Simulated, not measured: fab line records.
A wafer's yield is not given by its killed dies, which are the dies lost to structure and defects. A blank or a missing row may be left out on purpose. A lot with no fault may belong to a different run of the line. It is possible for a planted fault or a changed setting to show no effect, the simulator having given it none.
Chamber matching | flow n5-finfet | rie-diel-06 running N5_GATE_CUT_ETCH_36: 4 sister chambers
The step etches SiARC in CF4, target depth 13 nm, time 21.7 s. 8 wafers are shown with their chamber, then 7 later ones without.

WAFERS PAIRED WITH THEIR CHAMBERS
wafer  | chamber | etch-rf-on-time-s (s) | throttle-valve-pct (%)
L078.4 | 0       | 20.8                  | 15.22
L078.5 | 2       | 22.6                  | 15.29
L074.5 | 0       | 20.9                  | 15.23
L083.1 | 3       | 22.2                  | 15.76
L083.2 | 2       | 22.9                  | 15.30
L083.4 | 1       | 21.7                  | 15.86
L094.1 | 1       | 21.7                  | 15.39
L094.2 | 3       | 21.9                  | 15.81

WAFERS WHOSE CHAMBER IS MISSING
wafer  | etch-rf-on-time-s (s) | throttle-valve-pct (%)
L094.3 | 20.9                  | 15.30
L094.4 | 22.7                  | 15.34
L094.5 | 22.7                  | 15.32
L094.6 | 22.0                  | 15.81
L097.2 | 22.7                  | 15.36
L097.4 | 21.8                  | 15.40
L097.5 | 21.8                  | 15.39

EACH ONE'S CHAMBER
wafer  | from the rows above     | in truth
L094.3 | 0                       | 0
L094.4 | 2                       | 2
L094.5 | 2                       | 2
L094.6 | can't be placed: 3 or 1 | 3
L097.2 | 2                       | 2
L097.4 | can't be placed: 1 or 3 | 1
L097.5 | can't be placed: 1 or 3 | 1
Correctly placed: 4 of 7. Cannot be placed on the basis of these rows: 3; the candidates contain the true chamber in 3. Number placed wrongly: 0.
How it was worked out, from the rows above alone: a wafer's distance from a chamber is the root of the sum, over the readings, of the square of ((its reading less the chamber's mean) divided by the reading's scatter). The wafer belongs to the nearest chamber; if the next one is less than 2 further off, it can't be placed. The mean given for a chamber averages the wafers shown for that chamber. The scatter is the square root of a quotient: the sum, over the shown wafers, of each reading's squared deviation from its chamber's mean, divided by wafers minus chambers.
